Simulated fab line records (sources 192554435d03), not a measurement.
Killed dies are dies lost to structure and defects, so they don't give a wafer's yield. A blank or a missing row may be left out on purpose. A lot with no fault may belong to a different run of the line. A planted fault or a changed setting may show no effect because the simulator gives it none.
Matching of chambers	flow n5 finfet	rie diel-02 running N5_BEOL_M10_ETCH_61: 4 sister chambers
The step etches SiARC in CF4, target depth 39 nm, time 65 s. 8 wafers are shown with their chamber, then 8 later ones without.

WAFERS, EACH WITH ITS CHAMBER
wafer	chamber	showerhead plenum p Torr (Torr)	throttle valve pct (%)
L086.1	2	2.14	15.59
L086.3	0	2.20	15.49
L086.4	3	2.27	15.71
L086.5	3	2.27	15.73
L086.6	0	2.20	15.48
L088.6	2	2.13	15.59
L091.6	1	2.26	15.37
L093.2	1	2.26	15.37

WAFERS WITH NO CHAMBER GIVEN
wafer	showerhead plenum p Torr (Torr)	throttle valve pct (%)
L093.4	2.13	15.60
L093.5	2.27	15.74
L097.1	2.20	15.02
L097.2	2.26	15.76
L097.3	2.25	15.39
L097.4	2.13	15.61
L097.5	2.20	14.98
L097.6	2.25	15.39

WHICH CHAMBER EACH ONE RAN IN
wafer	from the rows above	in truth
L093.4	2	2
L093.5	3	3
L097.1	1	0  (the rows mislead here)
L097.2	3	3
L097.3	1	1
L097.4	2	2
L097.5	1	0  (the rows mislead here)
L097.6	1	1
Correctly placed: 6 of 8. Not placeable from these rows: 0. 2 placed wrongly.
How it was worked out, from the rows above alone: a wafer's distance from a chamber is the root of the sum, over the readings, of the square of ((its reading less the chamber's mean) divided by the reading's scatter). The wafer belongs to the nearest chamber; if the next one is less than 2 further off, it can't be placed. Each chamber's mean is taken over the wafers shown for it. The scatter: take each reading less its chamber's mean, square it, sum over the shown wafers, divide by the number of wafers less the number of chambers, and take the root.
